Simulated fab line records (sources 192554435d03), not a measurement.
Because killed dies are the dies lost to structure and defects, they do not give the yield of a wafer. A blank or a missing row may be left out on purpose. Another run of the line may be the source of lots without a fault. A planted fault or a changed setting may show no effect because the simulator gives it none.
Split-lot trial / flow n5_finfet / 21 wafers read from 7 lots, route of 1938 steps

THE SPLIT
At N5_FIN_CUT_COAT_19 (time 60 s, resist thk 20 nm), the setting spin_rpm was moved away from the recipe's 1500 rpm on 7 of the 21 wafers read, by -9.7% to +8.5%. For the rest of the wafers, this setting stayed at what the recipe calls for.

FROM THE SPLIT TO THE READING: what the file shows between them, 6 steps
- N5_FIN_CUT_EXPOSE_05: exposes mask FIN CUT (also split here: dose_mj)
- N5_FIN_CUT_PEB_06: peb time 60 s
- N5_FIN_CUT_DEVELOP_07: develop time 30 s
- N5_FIN_CUT_CD_MEAS_08: target cd 29.1 nm
- N5_FIN_CUT_DESCUM_13: chemistry O2, time 7 s
- N5_FIN_CUT_ETCH_30: etches underlayer in N2/H2, target depth 13 nm, time 10.4 s

THE READING
etch.depth_nm (the simulator's own value, which no gauge read), in nm, at N5_FIN_CUT_ETCH_20 (etches SiARC in CF4, target depth 26 nm, time 43.3 s). There is no usual value for it anywhere in the file. The 14 wafers here that ran the recipe average 20.03 nm, standard deviation 0.04 nm.

wafer=L076.1; tool, chamber at the split=litho_track-01, 0; spin_rpm as run, rpm=1500; against the recipe=recipe; etch.depth_nm, nm=20.04; against lot-mates on the recipe=-
wafer=L076.3; tool, chamber at the split=litho_track-01, 0; spin_rpm as run, rpm=1627; against the recipe=+8.5%; etch.depth_nm, nm=19.22; against lot-mates on the recipe=-0.84
wafer=L076.5; tool, chamber at the split=litho_track-01, 0; spin_rpm as run, rpm=1500; against the recipe=recipe; etch.depth_nm, nm=20.09; against lot-mates on the recipe=-
wafer=L077.1; tool, chamber at the split=litho_track-02, 0; spin_rpm as run, rpm=1500; against the recipe=recipe; etch.depth_nm, nm=19.96; against lot-mates on the recipe=-
wafer=L077.2; tool, chamber at the split=litho_track-02, 0; spin_rpm as run, rpm=1354; against the recipe=-9.7%; etch.depth_nm, nm=21.02; against lot-mates on the recipe=+1.06
wafer=L077.6; tool, chamber at the split=litho_track-02, 0; spin_rpm as run, rpm=1354; against the recipe=-9.7%; etch.depth_nm, nm=21; against lot-mates on the recipe=+1.04
wafer=L079.4; tool, chamber at the split=litho_track-04, 0; spin_rpm as run, rpm=1381; against the recipe=-7.9%; etch.depth_nm, nm=20.83; against lot-mates on the recipe=+0.82
wafer=L079.5; tool, chamber at the split=litho_track-04, 0; spin_rpm as run, rpm=1381; against the recipe=-7.9%; etch.depth_nm, nm=20.91; against lot-mates on the recipe=+0.90
wafer=L079.6; tool, chamber at the split=litho_track-04, 0; spin_rpm as run, rpm=1500; against the recipe=recipe; etch.depth_nm, nm=20.01; against lot-mates on the recipe=-
wafer=L081.1; tool, chamber at the split=litho_track-04, 0; spin_rpm as run, rpm=1385; against the recipe=-7.7%; etch.depth_nm, nm=20.83; against lot-mates on the recipe=+0.75
wafer=L081.5; tool, chamber at the split=litho_track-04, 0; spin_rpm as run, rpm=1385; against the recipe=-7.7%; etch.depth_nm, nm=20.84; against lot-mates on the recipe=+0.76
wafer=L081.6; tool, chamber at the split=litho_track-04, 0; spin_rpm as run, rpm=1500; against the recipe=recipe; etch.depth_nm, nm=20.08; against lot-mates on the recipe=-
wafer=L082.2; tool, chamber at the split=litho_track-01, 0; spin_rpm as run, rpm=1500; against the recipe=recipe; etch.depth_nm, nm=19.98; against lot-mates on the recipe=-
wafer=L082.3; tool, chamber at the split=litho_track-01, 0; spin_rpm as run, rpm=1500; against the recipe=recipe; etch.depth_nm, nm=19.99; against lot-mates on the recipe=-
wafer=L082.5; tool, chamber at the split=litho_track-01, 0; spin_rpm as run, rpm=1500; against the recipe=recipe; etch.depth_nm, nm=20.09; against lot-mates on the recipe=-
wafer=L086.1; tool, chamber at the split=litho_track-01, 0; spin_rpm as run, rpm=1500; against the recipe=recipe; etch.depth_nm, nm=20.07; against lot-mates on the recipe=-
wafer=L086.2; tool, chamber at the split=litho_track-01, 0; spin_rpm as run, rpm=1500; against the recipe=recipe; etch.depth_nm, nm=20.05; against lot-mates on the recipe=-
wafer=L086.4; tool, chamber at the split=litho_track-01, 0; spin_rpm as run, rpm=1500; against the recipe=recipe; etch.depth_nm, nm=20.06; against lot-mates on the recipe=-
wafer=L087.1; tool, chamber at the split=litho_track-01, 0; spin_rpm as run, rpm=1500; against the recipe=recipe; etch.depth_nm, nm=20.01; against lot-mates on the recipe=-
wafer=L087.2; tool, chamber at the split=litho_track-01, 0; spin_rpm as run, rpm=1500; against the recipe=recipe; etch.depth_nm, nm=20.01; against lot-mates on the recipe=-
wafer=L087.4; tool, chamber at the split=litho_track-01, 0; spin_rpm as run, rpm=1500; against the recipe=recipe; etch.depth_nm, nm=20.04; against lot-mates on the recipe=-

FIT RESULTS
A straight line over all 21 wafers: etch.depth_nm changes by -0.101 nm for each +1% of spin_rpm; r = -1.00; the points scatter about the line by 0.04 nm.
The same after taking each lot's own level away (the mean of its wafers on the recipe; 21 wafers): -0.104 nm for each +1%; r = -1.00; scatter 0.034 nm.
The reading moves by 1 nm for the largest change in spin_rpm, on that fit.
From 19.960 to 20.080 nm: that is the span of the lots' own levels, equal to 3.0 times the standard deviation above.
So the lot-to-lot level changes the slope little: the two slopes agree.
Check: for one of the wafers moved furthest among these (-9.7%), held out of the fit, the line's prediction against its lot-mates is +1.01 nm. Against them it came out at +1.06 nm.

OTHER SPLITS APPLIED TO THESE WAFERS
These wafers also went through other splits before the reading. Each is held against what the fit with the lots' levels taken away leaves over:
other split on the same wafers=N5_WELL_APT_EXPOSE_22 dose_mj; wafers away from the commonest value=7; r with etch.depth_nm (lot level and that fit taken away)=-0.23
other split on the same wafers=N5_WELL_APT_PEB_23 peb_temp_c; wafers away from the commonest value=5; r with etch.depth_nm (lot level and that fit taken away)=-0.10
other split on the same wafers=N5_FIN_SAQP_SPACER1_ALD_24 ald_cycles; wafers away from the commonest value=8; r with etch.depth_nm (lot level and that fit taken away)=-0.51
other split on the same wafers=N5_FIN_CUT_EXPOSE_05 dose_mj; wafers away from the commonest value=8; r with etch.depth_nm (lot level and that fit taken away)=-0.19

THE WHOLE CHAIN: every reading that the file lists as answering this split, in the file's order
step=N5_FIN_CUT_COAT_19; what it does=time 60 s, resist thk 20 nm; reading=SiARC_of_FIN_CUT_COAT_19.thk_nm (the simulator's own value, which no gauge read); change (the file's fit)=-0.103 nm for each +1% of the setting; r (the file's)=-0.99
step=N5_FIN_CUT_ETCH_20; what it does=etches SiARC in CF4, target depth 26 nm, time 43.3 s; reading=etch.depth_nm (the simulator's own value, which no gauge read); change (the file's fit)=-0.104 nm for each +1% of the setting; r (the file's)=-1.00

THE FILE'S OWN FIT
etch.depth_nm changes by -0.104 nm for each +1% of spin_rpm, r = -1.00.
